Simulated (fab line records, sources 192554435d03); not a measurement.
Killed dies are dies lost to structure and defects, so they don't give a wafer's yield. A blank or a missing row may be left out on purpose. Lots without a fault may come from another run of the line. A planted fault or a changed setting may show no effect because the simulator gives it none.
Split-lot experiment | flow n5_finfet | 7 lots, 39 wafers read, on a route of 1938 steps

THE SPLIT
At N5_HKMG_FIN_DEVELOP_48 (develop time 30 s), the setting develop_time_s was moved away from the recipe's 30 s on 15 of the 39 wafers read, by -54.9% to -20.7%. The other wafers ran this setting at the recipe's value.

The file shows no step between the split and the reading.

THE READING
cd_nm, in nm, at N5_HKMG_FIN_CD_MEAS_49 (target cd 202 nm). Fault-free wafers of this fab line usually give 201.7 nm, standard deviation 0.54 nm.

wafer  | tool, chamber at the split | develop_time_s as run, s | against the recipe | cd_nm, nm | against lot-mates on the recipe
L076.2 | litho_track-03, 0          | 30                       | recipe             | 201.6     | -
L076.3 | litho_track-03, 0          | 30                       | recipe             | 200.9     | -
L076.5 | litho_track-03, 0          | 30                       | recipe             | 201.7     | -
L082.1 | litho_track-02, 0          | 23.34                    | -22.2%             | 201.0     | -0.7
L082.2 | litho_track-02, 0          | 23.34                    | -22.2%             | 200.2     | -1.5
L082.3 | litho_track-02, 0          | 30                       | recipe             | 201.3     | -
L082.4 | litho_track-02, 0          | 30                       | recipe             | 202.2     | -
L082.5 | litho_track-02, 0          | 23.34                    | -22.2%             | 200.7     | -1.0
L082.6 | litho_track-02, 0          | 30                       | recipe             | 201.5     | -
L086.1 | litho_track-03, 0          | 19.38                    | -35.4%             | 200.1     | -1.4
L086.2 | litho_track-03, 0          | 19.38                    | -35.4%             | 199.3     | -2.2
L086.3 | litho_track-03, 0          | 30                       | recipe             | 201.2     | -
L086.4 | litho_track-03, 0          | 30                       | recipe             | 202.2     | -
L086.5 | litho_track-03, 0          | 30                       | recipe             | 201.1     | -
L086.6 | litho_track-03, 0          | 19.38                    | -35.4%             | 199.2     | -2.3
L091.1 | litho_track-04, 0          | 30                       | recipe             | 202.4     | -
L091.2 | litho_track-04, 0          | 30                       | recipe             | 201.3     | -
L091.3 | litho_track-04, 0          | 23.8                     | -20.7%             | 200.2     | -1.5
L091.4 | litho_track-04, 0          | 30                       | recipe             | 201.3     | -
L091.5 | litho_track-04, 0          | 23.8                     | -20.7%             | 200.7     | -1.0
L091.6 | litho_track-04, 0          | 23.8                     | -20.7%             | 201.1     | -0.6
L092.1 | litho_track-04, 0          | 30                       | recipe             | 201.5     | -
L092.2 | litho_track-04, 0          | 16.16                    | -46.1%             | 198.0     | -3.4
L092.3 | litho_track-04, 0          | 16.16                    | -46.1%             | 197.9     | -3.5
L092.4 | litho_track-04, 0          | 30                       | recipe             | 201.3     | -
L092.5 | litho_track-04, 0          | 16.16                    | -46.1%             | 198.6     | -2.8
L092.6 | litho_track-04, 0          | 30                       | recipe             | 201.3     | -
L093.1 | litho_track-04, 0          | 13.52                    | -54.9%             | 197.6     | -4.2
L093.2 | litho_track-04, 0          | 30                       | recipe             | 201.9     | -
L093.3 | litho_track-04, 0          | 30                       | recipe             | 202.1     | -
L093.4 | litho_track-04, 0          | 13.52                    | -54.9%             | 197.6     | -4.2
L093.5 | litho_track-04, 0          | 30                       | recipe             | 201.4     | -
L093.6 | litho_track-04, 0          | 13.52                    | -54.9%             | 197.5     | -4.3
L097.1 | litho_track-04, 0          | 30                       | recipe             | 200.8     | -
L097.2 | litho_track-04, 0          | 30                       | recipe             | 200.8     | -
L097.3 | litho_track-04, 0          | 30                       | recipe             | 200.9     | -
L097.4 | litho_track-04, 0          | 30                       | recipe             | 201.8     | -
L097.5 | litho_track-04, 0          | 30                       | recipe             | 201.4     | -
L097.6 | litho_track-04, 0          | 30                       | recipe             | 200.2     | -

THE FIT
A straight line over all 39 wafers: cd_nm changes by +0.0653 nm for each +1% of develop_time_s; r = +0.92; the points scatter about the line by 0.54 nm.
The same after taking each lot's own level away (the mean of its wafers on the recipe; 39 wafers): +0.0693 nm for each +1%; r = +0.95; scatter 0.47 nm.
On that fit, the largest move of develop_time_s shifts the reading by 3.8 nm.
The lots' own levels span 200.98 to 201.80 nm, that is 1.5 times the standard deviation above.
So the lot-to-lot level changes the slope little: the two slopes agree.
Check: with one of the wafers moved furthest among these (-54.9%) left out of the fit, the line predicts -3.65 nm for it against its lot-mates. It came out at -4.2 nm against them.

OTHER SPLITS ON THESE WAFERS
These wafers also went through other splits before the reading. Each is held against what the fit with the lots' levels taken away leaves over:
other split on the same wafers | wafers away from the commonest value | r with cd_nm (lot level and that fit taken away)
N5_SD_EPI_N_ETCH_35 time_s     | 18                                   | +0.15

THE WHOLE CHAIN: every reading that the file lists as answering this split, in the file's order
step                   | what it does                                           | reading                                                                             | change (the file's fit)                | r (the file's)
N5_HKMG_FIN_CD_MEAS_49 | target cd 202 nm                                       | cd_nm                                                                               | +0.0676 nm for each +1% of the setting | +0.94
N5_HKMG_FIN_DESCUM_53  | chemistry O2, time 7.9 s                               | CAR-ArF_of_HKMG_FIN_COAT_43.thk_nm (the simulator's own value, which no gauge read) | -0.013 nm for each +1% of the setting  | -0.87
N5_HKMG_FIN_ETCH_54    | etches SiARC in CF4, target depth 45.5 nm, time 75.8 s | HKMG_FIN.cd_offset_nm (the simulator's own value, which no gauge read)              | +0.0633 nm for each +1% of the setting | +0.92
N5_HKMG_FIN_ETCH_55    | etches SOC in N2/H2, target depth 240 nm, time 300 s   | HKMG_FIN.cd_offset_nm (the simulator's own value, which no gauge read)              | +0.0636 nm for each +1% of the setting | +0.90

THE FILE'S OWN FIT
cd_nm changes by +0.0676 nm for each +1% of develop_time_s, r = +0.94.
